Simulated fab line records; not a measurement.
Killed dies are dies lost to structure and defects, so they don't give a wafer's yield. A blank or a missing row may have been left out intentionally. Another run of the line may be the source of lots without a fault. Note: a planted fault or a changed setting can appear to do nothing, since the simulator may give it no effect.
What tool caused it? ; flow nandHarc ; Sampling: 13 lots, 37 wafers, 5 of 1302 route steps

## WHAT THE GAUGES SHOWED, per wafer
NHARC_A_CONTACT_CD_MEAS_15. Usual: cdNm reads 189.9 nm (standard deviation 0.47).
lot;measured;on;cdNm (nm);flag
L868;day 23 09:11;cdSem-01;190.3 190.3 190.7;
L867;day 23 10:29;cdSem-03;189.9 190.1 190.1;
L869;day 23 21:20;cdSem-01;189.6 189.6 188.9;
L871;day 24 23:52;cdSem-01;189.8 189.3 189.2;
L870;day 25 13:52;cdSem-01;189.9 189.9;
L873;day 25 22:53;cdSem-03;189.7 189.9;
L878;day 27 04:58;cdSem-01;189.7 189.5 190.2;
L879;day 27 23:14;cdSem-01;190.5 189.8 189.7;
L881;day 29 01:25;cdSem-03;189.2 189.5 189.7;
L880;day 29 03:02;cdSem-01;189.8 190.8 190.4;
L883;day 29 22:34;cdSem-03;189.4 189.9 190.3;
L884;day 30 15:11;cdSem-03;189.8 189.8 190.0;
L887;day 32 12:11;cdSem-01;190.9 190.3 190.7;

NHARC_END_SORT_01. Usual: killedAtArray 52, standard deviation 17; killedAtOther 0.9, standard deviation 1.2; killedAtPeriphery 3.9, standard deviation 2.7; killedDies 57, standard deviation 16; killedOpen 3.3, standard deviation 1.9; killedShort 2.5, standard deviation 1.5.
lot;measured;on;killedAtArray;killedAtOther;killedAtPeriphery;killedDies;killedOpen;killedShort;flag
L870;day 27 13:25;prober-01;28;1;3;32;5;4;
L873;day 28 01:26;prober-02;25;1;1;27;2;1;
L880;day 31 01:38;prober-02;38 49 31;1 0 1;2 9 3;41 58 35;3 4 5;2 0 2;

## TOOL THAT RAN EACH LOT (tool first, then ch and the chambers of the sampled wafers, then the start)
lot;NHARC_A_BLC_DESCUM_15;NHARC_A_BLC_ETCH_17;NHARC_A_BLC_CVD_24
L868;rieDiel-10 ch 0,1,3, day 23 14:23;rieDiel-10 ch 0,1,2, day 23 14:36;cvdW-02 ch 0,1, no start
L867;rieDiel-07 ch 1,2,3, day 23 14:25;rieDiel-07 ch 0,1,3, day 23 14:38;cvdW-01 ch 0,1, no start
L869;rieDiel-07 ch 1,3, day 24 00:56;rieDiel-07 ch 0,1,3, day 24 01:09;cvdW-02 ch 0,1, no start
L871;rieDiel-07 ch 1,3, day 25 02:58;rieDiel-07 ch 0,1,3, day 25 03:14;cvdW-02 ch 0, no start
L870;rieDiel-07 ch 1,3, day 25 17:04;rieDiel-07 ch 2,3, day 25 17:19;cvdW-01 ch 0,1, day 27 13:25 or earlier
L873;rieDiel-07 ch 0,1, day 26 02:06;rieDiel-07 ch 0,2, day 26 02:29;cvdW-01 ch 1, day 28 01:26 or earlier
L878;rieDiel-13 ch 0,2,3, day 27 08:35;rieDiel-13 ch 0,2,3, day 27 08:54;cvdW-01 ch 0,1, no start
L879;rieDiel-10 ch 1,2,3, day 28 02:16;rieDiel-10 ch 1,3, day 28 02:26;cvdW-02 ch 0,1, no start
L881;rieDiel-10 ch 1,2,3, day 29 04:32;rieDiel-10 ch 1,3, day 29 04:45;cvdW-01 ch 0,1, no start
L880;rieDiel-10 ch 1,3, day 29 06:11;rieDiel-10 ch 0,3, day 29 06:25;cvdW-02 ch 1, day 31 01:38 or earlier
L883;rieDiel-07 ch 2,3, day 30 01:35;rieDiel-07 ch 1,2,3, day 30 01:55;cvdW-01 ch 0,1, no start
L884;rieDiel-07 ch 0,2,3, day 30 18:58;rieDiel-07 ch 0,2,3, day 30 19:08;cvdW-01 ch 0,1, no start
L887;rieDiel-07 ch 0,1,2, day 32 15:24;rieDiel-07 ch 1,2,3, day 32 15:34;cvdW-01 ch 0,1, no start
- NHARC_A_BLC_DESCUM_15: chemistry O2, time 3 s.
- NHARC_A_BLC_ETCH_17: etches the open film in N2/H2, target depth 390 nm, time 609.38 s.
- NHARC_A_BLC_CVD_24: deposits W, target thk 150 nm, time 434 s.

## WHAT THE TOOLS THEMSELVES READ (means of the sampled wafers that have a number; where no wafer has one, the mark that the record gives instead)
NHARC_A_BLC_DESCUM_15. Usual: drypumpMotorCurrentA 5.8 A, standard deviation 0.43; oesProductAu 1.000 a.u., standard deviation 0.01; rfVppV 57.9 V, standard deviation 0.88; showerheadPlenumPTorr 1.97 Torr, standard deviation 0.072; throttleValvePct 11.312 %, standard deviation 0.0085.
lot;tool;drypumpMotorCurrentA (A);oesProductAu (a.u.);rfVppV (V);showerheadPlenumPTorr (Torr);throttleValvePct (%);flag
L868;rieDiel-10;6.0;0.998;56.8;1.89;11.306;
L867;rieDiel-07;5.7;0.996;59.0;2.01;11.320;
L869;rieDiel-07;5.9;0.991;57.4;1.99;11.316;
L871;rieDiel-07;5.9;0.990;58.2;1.99;11.310;
L870;rieDiel-07;6.0;1.000;57.8;1.99;11.319;
L873;rieDiel-07;5.8;1.004;58.2;1.96;11.319;
L878;rieDiel-13;6.0;1.007;57.9;1.97;11.311;
L879;rieDiel-10;5.6;0.988;57.9;1.92;11.306;
L881;rieDiel-10;5.6;0.984;56.9;1.92;11.312;
L880;rieDiel-10;5.7;0.988;57.2;1.85;11.314;
L883;rieDiel-07;5.4;1.002;57.6;2.03;11.322;
L884;rieDiel-07;5.8;1.004;58.5;2.00;11.308;
L887;rieDiel-07;5.6;1.002;58.4;1.99;11.314;

NHARC_A_BLC_ETCH_17. Usual: drypumpMotorCurrentA 5.8 A, standard deviation 0.42; oesProductAu 1.000 a.u., standard deviation 0.0094; rfVppV 432.2 V, standard deviation 2.2; runLengthS 630.6 s, standard deviation 0.55; showerheadPlenumPTorr 2.10 Torr, standard deviation 0.076; throttleValvePct 14.172 %, standard deviation 0.0097.
lot;tool;drypumpMotorCurrentA (A);oesProductAu (a.u.);rfVppV (V);runLengthS (s);showerheadPlenumPTorr (Torr);throttleValvePct (%);flag
L868;rieDiel-10;6.0;0.994;430.0;630.7;2.00;14.168;
L867;rieDiel-07;6.0;0.996;432.2;630.3;2.11;14.170;
L869;rieDiel-07;6.0;0.996;431.8;630.5;2.11;14.181;
L871;rieDiel-07;6.0;0.993;431.7;635.7;2.11;14.161;OFF
L870;rieDiel-07;5.6;0.999;434.1;645.9;2.17;14.183;OFF
L873;rieDiel-07;5.5;1.014;432.8;638.4;2.13;14.177;OFF
L878;rieDiel-13;6.0;1.004;432.2;630.5;2.10;14.180;
L879;rieDiel-10;5.7;0.984;429.3;630.9;1.97;14.180;
L881;rieDiel-10;5.7;0.988;428.6;631.1;1.97;14.162;
L880;rieDiel-10;5.8;0.994;432.0;630.7;2.09;14.171;
L883;rieDiel-07;5.6;1.000;433.5;630.6;2.15;14.179;
L884;rieDiel-07;5.7;1.000;433.0;630.4;2.13;14.180;
L887;rieDiel-07;5.6;1.008;433.6;630.6;2.14;14.181;

NHARC_A_BLC_CVD_24. Usual: heaterPowerW 451 W, standard deviation 41; throttleValvePct 8.09 %, standard deviation 0.28.
lot;tool;heaterPowerW (W);throttleValvePct (%);flag
L868;cvdW-02;411;8.48;
L867;cvdW-01;458;8.10;
L869;cvdW-02;411;8.61;
L871;cvdW-02;404;8.39;
L870;cvdW-01;464;7.91;
L873;cvdW-01;492;7.99;
L878;cvdW-01;450;7.90;
L879;cvdW-02;427;8.04;
L881;cvdW-01;450;8.13;
L880;cvdW-02;470;8.03;
L883;cvdW-01;475;7.98;
L884;cvdW-01;452;7.92;
L887;cvdW-01;489;7.88;

## THE ANSWER, worked out from the rows above alone
Rule: take the mean of a lot's wafers that have a number; if it is more than 3 standard deviations from the usual mean, the lot is off. A lot without any number at a reading at which 4 lots or more have one is off too. The other lots that the step has rows for count as sound. The gauges are gone through in route order, then the tools' own readings, and for those a lot's mean is taken as printed above. The first step at which some lot is off is used, and at that step the reading that is off furthest; a lot without a number counts as furthest.
Off: L871, L870, L873, at NHARC_A_BLC_ETCH_17 (runLengthS).
If a tool, at that step or one of the process steps before it, ran each lot that is off and ran no sound lot following the first of them, it fits. Of those tried, none fits.

## WHAT THE SIMULATOR HAD PUT IN
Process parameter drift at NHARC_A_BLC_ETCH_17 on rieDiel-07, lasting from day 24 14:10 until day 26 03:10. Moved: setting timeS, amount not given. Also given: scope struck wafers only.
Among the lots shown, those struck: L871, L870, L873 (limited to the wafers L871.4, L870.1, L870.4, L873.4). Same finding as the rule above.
